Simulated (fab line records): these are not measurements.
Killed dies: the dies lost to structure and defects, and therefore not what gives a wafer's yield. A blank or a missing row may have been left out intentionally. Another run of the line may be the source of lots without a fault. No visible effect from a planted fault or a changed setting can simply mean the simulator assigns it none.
A single fault, viewed from 2 desks	flow nand harc	only its own numbers are on each desk; what lay behind them is given at the end

METROLOGY DESK
What the gauges read, lot by lot, whatever tool the lot ran on: means of the sampled wafers that have a number. A lot is out of limits, marked OUT, if its mean lies more than 4 standard deviations from the usual mean; the brackets give that distance.
Columns: A = cd nm at NHARC_A_CHANNEL_HOLE_D2_CD_MEAS_10, usual 100.0 nm
lot	first seen here	A
L308	day 13 13:34	99.6
L309	day 13 13:47	99.9
L310	day 14 10:56	100.3
L315	day 17 06:43	96.6 (-6.4) OUT
L318	day 17 20:06	100.4
L317	day 17 21:52	96.4 (-6.7) OUT
L323	day 19 17:29	99.8
L325	day 20 05:34	99.1
L328	day 22 02:08	100.4
L330	day 22 15:02	100.0
L329	day 22 16:25	100.5
This desk's finding: out of limits on L315, L317; first on L315, day 17 06:43 (cd nm at NHARC_A_CHANNEL_HOLE_D2_CD_MEAS_10). L308, L309, L310, L318, L323, L325, L328, L330, L329 stayed within limits.

DESK OF THE TOOL OWNER: litho track-06
The tool's own readings at NHARC_A_CHANNEL_HOLE_D2_PEB_08 (peb time 65 s): means of the sampled wafers that have a number, for each lot that ran on this tool. A lot is out of limits, marked OUT, if its mean lies more than 4 standard deviations from the usual mean; the brackets give that distance.
Columns: A = heater power total W at NHARC_A_CHANNEL_HOLE_D2_PEB_08, usual 156.6 W
lot	first seen here	A
L309	day 13 13:42	156.6
L310	day 14 10:52	156.8
L315	day 17 06:38	167.6 (+26) OUT
L317	day 17 21:47	167.8 (+27) OUT
L328	day 22 02:03	156.8
L330	day 22 14:57	156.2
L329	day 22 16:20	156.6
This desk's finding: out of limits on L315, L317; first on L315, day 17 06:38 (heater power total W at NHARC_A_CHANNEL_HOLE_D2_PEB_08). L309, L310, L328, L330, L329 stayed within limits.

PUT TOGETHER
On L315, L317, at day 17 06:38, an alarm was possible from the tool owner's desk.
At day 17 06:43 the metrology desk could have sounded an alarm, on L315, L317.
On litho track-06, each named lot ran NHARC_A_CHANNEL_HOLE_D2_PEB_08.

WHAT HAD BEEN PUT IN BY THE SIMULATOR
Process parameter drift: litho track-06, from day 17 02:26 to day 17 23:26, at NHARC_A_CHANNEL_HOLE_D2_PEB_08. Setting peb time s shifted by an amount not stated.
Struck lots among those shown: L315, L317.
Counting hours from when the fault started, the first reading out of limits came at 4 for the tool owner's desk and at 4 for the metrology desk.
